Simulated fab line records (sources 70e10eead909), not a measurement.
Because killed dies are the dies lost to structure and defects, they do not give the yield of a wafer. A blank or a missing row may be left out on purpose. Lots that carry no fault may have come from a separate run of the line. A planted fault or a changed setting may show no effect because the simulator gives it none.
Which of the tools did it? | flow nandHarc | Sampling: 14 lots, 39 wafers, 5 of 1159 route steps

## WHAT EACH GAUGE READ, for each wafer
NHARC_A_M1_CD_MEAS_16.
lot  | measured     | on       | cdNm (nm)
L303 | day 18 00:19 | cdSem-02 | 120.3 120.4 120.7
L302 | day 18 00:44 | cdSem-02 | 119.6 121.2 121.0
L305 | day 18 01:28 | cdSem-02 | 119.1 120.0 119.7
L307 | day 18 10:20 | cdSem-01 | 120.8 120.3 119.8
L306 | day 18 11:00 | cdSem-03 | 120.6 120.7 120.7
L309 | day 19 13:47 | cdSem-02 | 118.9 121.9 119.5
L308 | day 19 14:37 | cdSem-02 | 119.8 120.7 119.7
L312 | day 20 13:40 | cdSem-02 | 119.7 120.6 120.6
L310 | day 20 13:55 | cdSem-03 | 121.2 121.1 120.7
L311 | day 21 00:17 | cdSem-02 | 120.0 120.1 120.3
L315 | day 21 03:02 | cdSem-02 | 121.2 120.7 120.9
L320 | day 22 09:46 | cdSem-01 | 120.5
L323 | day 23 07:42 | cdSem-02 | 119.9 121.6
L325 | day 23 18:26 | cdSem-02 | 119.3 118.3 119.7

NHARC_END_SORT_01.
lot  | measured     | on        | defectLimitedYield (%) | killedAtArray | killedAtOther | killedAtPeriphery | killedDies | killedOpen | killedShort | sort_bin_2_pct (%) | sort_bin_3_pct (%) | sort_bin_4_pct (%) | sortNPass | sortRimYieldPct (%) | sortYieldPct (%)
L320 | day 25 15:17 | prober-01 | 21.6                   | 531           | 0             | 0                 | 531        | 2          | 0           | 29.8               | 6.94               | 41.7               | 146       | 26                  | 21.6
L323 | day 26 02:42 | prober-02 | 19.4 91.7              | 546 51        | 0 2           | 0 3               | 546 56     | 2 2        | 2 2         | 34.3 2.4           | 7.83 0.15          | 38.6 5.8           | 131 621   | 22 97               | 19.4 91.7

## WHAT TOOL EACH LOT RAN ON (gives the tool, then ch and the chambers of the sampled wafers, and finally the start)
lot  | NHARC_A_M0_CMP_23             | NHARC_A_M1_PVD_20                      | NHARC_A_BONDPAD_ECD_18
L303 | cmp-01 ch 0,1,2, day 17 21:49 | pvdSputter-03, day 18 06:04 or earlier | ecdCu-02 ch 0,1, day 18 06:04
L302 | cmp-01 ch 1,2,3, day 17 22:26 | pvdSputter-02, day 18 06:39 or earlier | ecdCu-01 ch 0,1, day 18 06:39
L305 | cmp-03 ch 1,2, day 17 22:49   | pvdSputter-03, day 18 07:33 or earlier | ecdCu-02 ch 0,1, day 18 07:33
L307 | cmp-04 ch 1,3, day 18 07:58   | pvdSputter-01, day 18 16:02 or earlier | ecdCu-02 ch 1, day 18 16:02
L306 | cmp-01 ch 0,1,3, day 18 08:42 | pvdSputter-02, day 18 16:45 or earlier | ecdCu-02 ch 0,1, day 18 16:45
L309 | cmp-03 ch 0,2,3, day 19 11:35 | pvdSputter-03, day 19 19:35 or earlier | ecdCu-02 ch 0,1, day 19 19:35
L308 | cmp-04 ch 0,1, day 19 12:16   | pvdSputter-02, day 19 20:34 or earlier | ecdCu-02 ch 0,1, day 19 20:34
L312 | cmp-03 ch 0,1,2, day 20 11:08 | pvdSputter-02, day 20 20:58 or earlier | ecdCu-01 ch 0,1, day 20 20:58
L310 | cmp-01 ch 0,1,2, day 20 11:28 | pvdSputter-03, day 20 20:35 or earlier | ecdCu-01 ch 0,1, day 20 20:35
L311 | cmp-01 ch 0,2, day 20 21:56   | pvdSputter-03, day 21 06:08 or earlier | ecdCu-01 ch 0,1, day 21 06:08
L315 | cmp-03 ch 0,1,3, day 21 00:43 | pvdSputter-03, day 21 08:46 or earlier | ecdCu-01 ch 0,1, day 21 08:46
L320 | cmp-01 ch 0, day 22 07:22     | pvdSputter-03, day 22 15:49 or earlier | ecdCu-01 ch 0, day 22 15:49
L323 | cmp-01 ch 0,1, day 23 05:28   | pvdSputter-02, day 23 13:27 or earlier | ecdCu-01 ch 0,1, day 23 13:27
L325 | cmp-03 ch 1,2,3, day 23 15:56 | pvdSputter-03, day 24 00:13 or earlier | ecdCu-02 ch 0,1, day 24 00:13
- NHARC_A_M0_CMP_23: polishes, t overpolish 20 s, target thk 113.75 nm.
- NHARC_A_M1_PVD_20: deposits TaN, target thk 5 nm, time 8.06 s.
- NHARC_A_BONDPAD_ECD_18: material Cu, target thk 400 nm.

## AS READ BY THE TOOLS THEMSELVES (means over the sampled wafers that have a number; for cases with no such wafer, the mark the record gives instead)
NHARC_A_M0_CMP_23.
lot  | tool   | edgeZonePressureFrac | motorCurrentA (A) | slurryFlowMlMin | timeToEndpointS (s)
L303 | cmp-01 | 1.000                | 11.6              | 150.0           | 26.2
L302 | cmp-01 | 1.003                | 12.1              | 150.3           | 29.5
L305 | cmp-03 | 1.004                | 13.7              | 150.2           | 30.9
L307 | cmp-04 | 0.997                | 14.2              | 150.0           | 31.2
L306 | cmp-01 | 0.998                | 10.9              | 149.8           | 25.8
L309 | cmp-03 | 1.004                | 13.4              | 150.0           | 29.3
L308 | cmp-04 | 0.996                | 13.5              | 150.0           | 30.9
L312 | cmp-03 | 0.998                | 13.0              | 149.9           | 29.1
L310 | cmp-01 | 1.001                | 11.3              | 150.2           | 28.2
L311 | cmp-01 | 1.004                | 11.0              | 149.9           | 23.2
L315 | cmp-03 | 1.003                | 12.6              | 150.2           | 30.0
L320 | cmp-01 | 1.001                | 9.6               | 150.6           | 21.9
L323 | cmp-01 | 1.002                | 10.5              | 150.2           | 25.3
L325 | cmp-03 | 0.999                | 13.3              | 150.1           | 29.7

NHARC_A_M1_PVD_20.
lot  | tool          | biasV (V) | chamberPressurePa (Pa) | throttleValvePct (%)
L303 | pvdSputter-03 | 168.6     | 0.12004                | 29.2
L302 | pvdSputter-02 | 169.5     | 0.12002                | 30.0
L305 | pvdSputter-03 | 168.1     | 0.11996                | 28.3
L307 | pvdSputter-01 | 167.3     | 0.11995                | 30.0
L306 | pvdSputter-02 | 168.9     | 0.11991                | 31.1
L309 | pvdSputter-03 | 167.3     | 0.12028                | 29.8
L308 | pvdSputter-02 | 168.2     | 0.12005                | 30.5
L312 | pvdSputter-02 | 168.0     | 0.11985                | 30.4
L310 | pvdSputter-03 | 167.5     | 0.11995                | 29.0
L311 | pvdSputter-03 | 168.5     | 0.12011                | 29.8
L315 | pvdSputter-03 | 166.7     | 0.11991                | 28.9
L320 | pvdSputter-03 | 165.9     | 0.12021                | 29.7
L323 | pvdSputter-02 | 168.7     | 0.12026                | 30.1
L325 | pvdSputter-03 | 167.7     | 0.11992                | 29.8

## THE ANSWER, worked out from the rows above alone
Rule: what is usual is taken from the lots themselves. The widest of any qualifying gaps counts: lots, ordered by their means at a reading, are off when they make up no more than a third of the lots, leave a main group of 4 or more, and stand apart from it by 3 or more times the standard deviation of that group's means. Not used: any main group whose means are identical at the precision the tables above print for the reading. Also off: a lot with no number at a reading for which 4 or more lots have one. Where the step has rows for the other lots, those lots are counted as sound. First the gauges in route order, then the tools' own readings, where a lot's mean is used as printed above. The first step at which some lot is off is used, and at that step the reading that is off furthest; a lot without a number counts as furthest.
Across all readings shown, no lot is off: no conclusion can be drawn from this.

## WHAT HAD BEEN PUT IN BY THE SIMULATOR
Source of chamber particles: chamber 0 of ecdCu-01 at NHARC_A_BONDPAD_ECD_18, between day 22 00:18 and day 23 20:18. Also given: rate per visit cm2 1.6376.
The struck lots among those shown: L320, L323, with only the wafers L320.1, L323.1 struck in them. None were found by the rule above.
